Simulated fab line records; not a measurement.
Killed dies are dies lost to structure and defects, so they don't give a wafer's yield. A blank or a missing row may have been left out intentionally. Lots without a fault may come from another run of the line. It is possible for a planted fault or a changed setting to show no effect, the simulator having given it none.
Which tool was responsible?	flow nand harc	33 wafers from 11 lots sampled at 2 of the route's 1159 steps

== WHAT THE GAUGES SHOWED, per wafer ==
NHARC_A_CONTACT_OVL_MEAS_43.
lot	measured	on	overlay x nm (nm)	overlay y nm (nm)
L401	day 16 03:47	overlay-01	-0.7 -0.4 -0.9	0.6 1.0 0.9
L404	day 16 12:43	overlay-01	0.7 0.9 0.9	-0.3 0.1 0.1
L403	day 16 12:52	overlay-02	5.6 6.1 6.4	-0.4 0.1 -0.4
L405	day 16 19:17	overlay-02	4.5 5.3 4.6	0.4 0.4 0.2
L407	day 17 06:55	overlay-02	0.5 -0.4 0.8	-0.2 0.0 0.1
L409	day 18 04:40	overlay-01	6.5 6.6 6.6	1.0 1.2 1.1
L416	day 19 18:53	overlay-01	0.1 -0.9 -0.6	-0.1 0.3 0.5
L417	day 20 02:00	overlay-01	-0.9 -0.8 -0.9	-0.1 0.2 0.1
L418	day 20 10:41	overlay-01	-1.4 -1.1 -0.6	-1.1 -2.0 -1.7
L420	day 20 19:04	overlay-02	1.0 0.5 0.8	0.1 -0.2 -0.2
L422	day 21 16:22	overlay-02	-0.4 -0.4 -0.4	0.9 0.9 1.1

== EACH LOT AND THE TOOL THAT RAN IT (in order: tool; ch and the chambers of the sampled wafers; start) ==
lot	NHARC_A_CONTACT_EXPOSE_39
L401	arfi scanner-03 ch 0, day 16 03:33
L404	arfi scanner-03 ch 0, day 16 12:30
L403	arfi scanner-03 ch 0, day 16 12:38
L405	arfi scanner-03 ch 0, day 16 19:04
L407	arfi scanner-02 ch 0, day 17 06:41
L409	arfi scanner-03 ch 0, day 18 04:26
L416	arfi scanner-02 ch 0, day 19 18:39
L417	arfi scanner-02 ch 0, day 20 01:46
L418	arfi scanner-01 ch 0, day 20 10:28
L420	arfi scanner-01 ch 0, day 20 18:50
L422	arfi scanner-02 ch 0, day 21 16:08
- NHARC_A_CONTACT_EXPOSE_39: exposes mask A CC 3.

== AS READ BY THE TOOLS THEMSELVES (means over the sampled wafers that have a number; for cases with no such wafer, the mark the record gives instead) ==
The record holds no such reading with a usual standard deviation.

== THE ANSWER, worked out from the rows above alone ==
Rule: what is usual is taken from the lots themselves. Put in order of their means at a reading, lots are off if they are a third of the lots or fewer, leave a main group of 4 or more, and stand apart from it by a gap of 3 or more times the standard deviation of the main group's means; of several such gaps the widest counts. A main group whose means are all the same, to the digits that the tables above print for the reading, isn't used. Also off: a lot with no number at a reading for which 4 or more lots have one. The other lots that the step has rows for count as sound. First the gauges in route order, then the tools' own readings, where a lot's mean is used as printed above. The first step at which some lot is off is used, and at that step the reading that is off furthest; a lot without a number counts as furthest.
Off, at NHARC_A_CONTACT_OVL_MEAS_43 on overlay x nm: L403, L405, L409. For the main group the mean is -0.2 nm and the standard deviation 0.68.
A tool fits if, at a process step before that reading, it ran every lot that is off, and no sound lot after the first of them. Gauges at NHARC_A_CONTACT_OVL_MEAS_43: tried the same way as those tools. One fits: NHARC_A_CONTACT_EXPOSE_39 on arfi scanner-03. Its last sound lot is L404 (day 16 12:30), its first lot that is off L403 (day 16 12:38): a fault that began between those two fits.

== WHAT WAS PUT IN BY THE SIMULATOR ==
Scanner matching overlay: arfi scanner-03, from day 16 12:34 on, at NHARC_A_CONTACT_EXPOSE_39. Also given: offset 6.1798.
Lots struck among those shown: L403, L405, L409. The rule above found the same.
